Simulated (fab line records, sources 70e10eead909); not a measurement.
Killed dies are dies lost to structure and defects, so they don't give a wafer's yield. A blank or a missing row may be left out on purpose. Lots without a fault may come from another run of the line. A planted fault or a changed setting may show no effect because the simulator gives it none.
Which tool did it? | flow nand_harc | 13 lots, 37 wafers sampled, at 5 steps of a route of 1302

WHAT THE GAUGES READ, wafer by wafer
NHARC_P_STI_CD_MEAS_09: target cd 200 nm.
lot  | measured     | on        | cd_nm (nm)
L958 | day 2 20:16  | cd_sem-02 | 202 205 201
L959 | day 3 07:17  | cd_sem-03 | 206 195 204
L961 | day 4 04:16  | cd_sem-03 | 198 198 202
L962 | day 4 12:49  | cd_sem-01 | 200 202 208
L963 | day 4 22:36  | cd_sem-03 | 204 203 199
L964 | day 5 06:43  | cd_sem-02 | 198 200 205
L965 | day 5 16:29  | cd_sem-01 | 198 204 201
L974 | day 9 10:16  | cd_sem-03 | 201 203
L975 | day 9 21:54  | cd_sem-01 | 201 204
L976 | day 10 06:32 | cd_sem-02 | 198 203 202
L977 | day 10 17:13 | cd_sem-03 | 205 203 205
L980 | day 11 23:40 | cd_sem-03 | 207 198 201
L981 | day 12 09:10 | cd_sem-01 | 202 200 200

NHARC_P_STI_CD_MEAS_16.
lot  | measured     | on        | cd_nm (nm)
L958 | day 2 20:58  | cd_sem-01 | 202 205 203
L959 | day 3 07:59  | cd_sem-03 | 207 196 203
L961 | day 4 04:58  | cd_sem-02 | 197 200 199
L962 | day 4 13:31  | cd_sem-03 | 201 204 208
L963 | day 4 23:17  | cd_sem-01 | 205 206 198
L964 | day 5 07:24  | cd_sem-02 | 196 202 206
L965 | day 5 17:11  | cd_sem-02 | 197 205 201
L974 | day 9 10:58  | cd_sem-03 | 201 202
L975 | day 9 22:35  | cd_sem-02 | 200 203
L976 | day 10 07:17 | cd_sem-03 | 197 203 199
L977 | day 10 17:55 | cd_sem-03 | 204 205 205
L980 | day 12 00:22 | cd_sem-03 | 204 195 199
L981 | day 12 09:53 | cd_sem-02 | 200 199 199

NHARC_END_SORT_01.
lot  | measured     | on        | killed_at_array | killed_at_other | killed_at_periphery | killed_dies | killed_open | killed_short
L975 | day 32 21:13 | prober-01 | 93              | 0               | 3                   | 96          | 2           | 2
L976 | day 32 08:13 | prober-01 | 59 59 57        | 1 1 0           | 5 6 3               | 65 66 60    | 6 4 5       | 2 1 6

WHICH TOOL RAN EACH LOT (tool, then ch and the chambers of the sampled wafers, then the start)
lot  | NHARC_P_STI_DESCUM_14              | NHARC_P_STI_ETCH_42
L958 | rie_diel-07 ch 1,2,3, day 2 20:32  | rie_diel-07 ch 0,2,3, day 2 20:37
L959 | rie_diel-10 ch 0,1, day 3 07:33    | rie_diel-10 ch 0,1,3, day 3 07:38
L961 | rie_diel-01 ch 2,3, day 4 04:32    | rie_diel-01 ch 1,2, day 4 04:37
L962 | rie_diel-07 ch 0,1,3, day 4 13:05  | rie_diel-07 ch 0,1, day 4 13:10
L963 | rie_diel-07 ch 0,2,3, day 4 22:52  | rie_diel-07 ch 0,2,3, day 4 22:56
L964 | rie_diel-10 ch 2,3, day 5 06:58    | rie_diel-10 ch 0,1,2, day 5 07:03
L965 | rie_diel-10 ch 0,1,2, day 5 16:46  | rie_diel-10 ch 1,2, day 5 16:50
L974 | rie_diel-07 ch 2,3, day 9 10:32    | rie_diel-07 ch 0,1, day 9 10:37
L975 | rie_diel-07 ch 0,2, day 9 22:11    | rie_diel-07 ch 0,2, day 9 22:15
L976 | rie_diel-10 ch 0,2, day 10 06:48   | rie_diel-10 ch 0,1, day 10 06:54
L977 | rie_diel-10 ch 1,2,3, day 10 17:30 | rie_diel-10 ch 0,1,2, day 10 17:35
L980 | rie_diel-10 ch 1,2,3, day 11 23:56 | rie_diel-10 ch 0,2,3, day 12 00:01
L981 | rie_diel-07 ch 0,2,3, day 12 09:28 | rie_diel-07 ch 1,2,3, day 12 09:32
- NHARC_P_STI_DESCUM_14: chemistry O2, time 3 s.
- NHARC_P_STI_ETCH_42: etches the open film in N2/H2, target depth 80 nm, overetch 24 nm, time 61 s.

WHAT THE TOOLS THEMSELVES READ (means of the sampled wafers that have a number; where no wafer has one, the mark that the record gives instead)
NHARC_P_STI_DESCUM_14.
lot  | tool        | chamber_pressure_mTorr (mTorr) | drypump_motor_current_A (A) | oes_product_au (a.u.) | rf_vpp_V (V) | showerhead_plenum_p_Torr (Torr) | throttle_valve_pct (%)
L958 | rie_diel-07 | 59.99                          | 6.0                         | 0.995                 | 58.2         | 1.95                            | 11.310
L959 | rie_diel-10 | 60.05                          | 5.6                         | 1.000                 | 57.3         | 1.84                            | 11.313
L961 | rie_diel-01 | 59.99                          | 6.3                         | 1.011                 | 57.7         | 1.84                            | 11.313
L962 | rie_diel-07 | 59.93                          | 5.6                         | 0.999                 | 58.6         | 1.96                            | 11.310
L963 | rie_diel-07 | 59.96                          | 6.0                         | 1.004                 | 58.9         | 1.96                            | 11.317
L964 | rie_diel-10 | 60.04                          | 5.8                         | 1.006                 | 58.5         | 1.95                            | 11.316
L965 | rie_diel-10 | 59.98                          | 5.6                         | 1.000                 | 57.8         | 1.88                            | 11.309
L974 | rie_diel-07 | 60.03                          | 6.2                         | 0.992                 | 56.8         | 1.94                            | 11.312
L975 | rie_diel-07 | 59.95                          | 6.0                         | 1.008                 | 58.0         | 1.96                            | 11.303
L976 | rie_diel-10 | 60.00                          | 5.6                         | 1.000                 | 58.3         | 1.90                            | 11.317
L977 | rie_diel-10 | 59.97                          | 5.6                         | 1.005                 | 57.5         | 1.88                            | 11.300
L980 | rie_diel-10 | 60.02                          | 5.6                         | 0.991                 | 58.3         | 1.88                            | 11.319
L981 | rie_diel-07 | 60.03                          | 6.0                         | 0.983                 | 58.5         | 1.95                            | 11.317

NHARC_P_STI_ETCH_42.
lot  | tool        | chamber_pressure_mTorr (mTorr) | drypump_motor_current_A (A) | n2_flow_sccm (sccm) | oes_product_au (a.u.) | rf_vpp_V (V) | showerhead_plenum_p_Torr (Torr) | throttle_valve_pct (%)
L958 | rie_diel-07 | 29.996                         | 6.0                         | 149.8               | 1.005                 | 431.6        | 2.09                            | 14.163
L959 | rie_diel-10 | 30.012                         | 5.7                         | 149.7               | 0.996                 | 430.5        | 2.03                            | 14.163
L961 | rie_diel-01 | 29.974                         | 5.8                         | 150.0               | 1.013                 | 431.9        | 2.10                            | 14.175
L962 | rie_diel-07 | 30.002                         | 5.5                         | 149.8               | 1.006                 | 433.1        | 2.10                            | 14.173
L963 | rie_diel-07 | 29.982                         | 6.0                         | 149.8               | 1.005                 | 431.4        | 2.09                            | 14.177
L964 | rie_diel-10 | 30.001                         | 5.6                         | 150.0               | 1.003                 | 429.0        | 2.00                            | 14.173
L965 | rie_diel-10 | 29.976                         | 5.5                         | 150.0               | 1.007                 | 428.9        | 1.98                            | 14.170
L974 | rie_diel-07 | 29.989                         | 5.5                         | 150.1               | 0.927                 | 432.1        | 2.09                            | 14.178
L975 | rie_diel-07 | 29.992                         | 6.0                         | 150.3               | 0.938                 | 432.9        | 2.08                            | 14.174
L976 | rie_diel-10 | 30.007                         | 5.7                         | 150.1               | 1.001                 | 429.7        | 2.01                            | 14.167
L977 | rie_diel-10 | 30.002                         | 5.6                         | 150.0               | 0.997                 | 429.1        | 1.99                            | 14.162
L980 | rie_diel-10 | 30.027                         | 5.8                         | 150.2               | 0.985                 | 431.4        | 2.06                            | 14.173
L981 | rie_diel-07 | 30.006                         | 6.0                         | 149.8               | 0.990                 | 431.6        | 2.07                            | 14.164

THE ANSWER, worked out from the rows above alone
Rule: what is usual is taken from the lots themselves. Put in order of their means at a reading, lots are off if they are a third of the lots or fewer, leave a main group of 4 or more, and stand apart from it by a gap of 3 or more times the standard deviation of the main group's means; of several such gaps the widest counts. A main group whose means are all the same, to the digits that the tables above print for the reading, isn't used. A lot without any number at a reading at which 4 lots or more have one is off too. The other lots that the step has rows for count as sound. The gauges are gone through in route order, then the tools' own readings, and for those a lot's mean is taken as printed above. The first step at which some lot is off is used, and at that step the reading that is off furthest; a lot without a number counts as furthest.
Off: L974, L975, at NHARC_P_STI_ETCH_42 (oes_product_au). The main group: mean 1.001 a.u., standard deviation 0.0077.
A tool fits if, at that step or a process step before it, it ran every lot that is off, and no sound lot after the first of them. None of those tried fits.

WHAT THE SIMULATOR HAD PUT IN
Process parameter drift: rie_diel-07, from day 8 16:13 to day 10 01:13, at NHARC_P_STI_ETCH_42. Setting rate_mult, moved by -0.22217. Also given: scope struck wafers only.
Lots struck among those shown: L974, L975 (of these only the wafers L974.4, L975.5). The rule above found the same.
